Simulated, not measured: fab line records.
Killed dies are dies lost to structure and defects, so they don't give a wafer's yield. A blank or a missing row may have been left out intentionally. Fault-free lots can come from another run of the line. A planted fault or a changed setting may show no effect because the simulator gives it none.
Problem report in the 8D (eight disciplines) form, filled by code ; flow n5Finfet ; the parts of the form that need people (team, actions taken, sign-off) are left out

1. PROBLEM STATEMENT
At N5_BEOL_M5_COAT_59, plateTempC averages 252.81 C over 6 wafers from 2 lots, while fault-free wafers read 250.01 C, standard deviation 0.14. That is +20 standard deviations from the usual mean.
The step: time 60 s, resist thk 60 nm.
First seen on wafer L645.2, day 8 21:02, on lithoTrack-05. Wafers with a number at this step in the record: 36, from 12 lots. The rule behind "out" and "out of limits": a value lying over 4 standard deviations away from the usual mean. Any other wafer with a number is counted as sound.

2. WHAT IT IS, WHAT IT ISN'T
question;is;is not
which readings at this step;plateTempC;-
which lots;L645, L646;L643, L644, L655, L658, L660, L661, L662, L664, L665, L666
which wafers of those lots;all that have a number;-
read on which tools;lithoTrack-05;lithoTrack-01, lithoTrack-03
when;from day 8 21:02;"up to then (6 sound wafers); but 24 sound wafers of L655, L658, L660, L661, L662, L664, L665, L666 came after"

3. WHAT RULES OUT EACH SUSPECT
Counting: a tool at a process step up to the reading stays a suspect if it ran every lot that is out and no sound lot after the first of them.
- pvdSputter-01 at N5_BEOL_M4_ANNEAL_91 (time 240 s): ruled out as a lasting fault. After its first lot that is out, L645 (day 8 15:40), sound lots L658, L661, L664, L665 ran on it.
- pvdSputter-01 at N5_BEOL_M4_ANNEAL_95 (time 240 s): ruled out as a lasting fault. After its first lot that is out, L645 (day 8 16:06), sound lots L658, L661, L664, L665 ran on it.
- pvdSputter-01 at N5_BEOL_M4_SPUTTER_96 (material Cu, target thk 4.5 nm, time 8.29 s): ruled out as a lasting fault. After its first lot that is out, L645 (day 8 16:14), sound lots L658, L661, L664, L665 ran on it.
- lithoTrack-05 at N5_BEOL_M5_COAT_59 (time 60 s, resist thk 60 nm): ruled out as a lasting fault. After its first lot that is out, L645 (day 8 21:02), sound lots L658, L664, L662, L665 ran on it.
Left after counting: nothing in the record.

4. THE CAUSE (what the simulator had put in)
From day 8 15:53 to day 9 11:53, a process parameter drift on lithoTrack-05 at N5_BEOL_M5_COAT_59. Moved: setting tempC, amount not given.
Counting ruled it out, wrongly.

5. SEQUENCE OF EFFECTS, ordered by route
Each row: a reading whose mean over the struck wafers that have a number lies more than 3 standard deviations from the usual. Readings are gone through only where the record gives a usual standard deviation; hours: the median, over the lots, of the time from a lot's start at the first step in this table giving one to that lot's start at this step; sigmas: the change measured in usual standard deviations.
hours;step;reading;usual;on struck wafers;change;sigmas
0;N5_BEOL_M5_COAT_59;heaterPowerTotalW;500.3 W;507.4;+7.1;+4.2
0;N5_BEOL_M5_COAT_59;plateTempC;250.01 C;252.81;+2.80;+20
It contains these process steps:
- N5_BEOL_M5_COAT_59: time 60 s, resist thk 60 nm.

6. WHAT WOULD HAVE CAUGHT IT SOONER
The fault began at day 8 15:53; the first out-of-limits reading in this record came at day 8 21:02, 5 hours later.
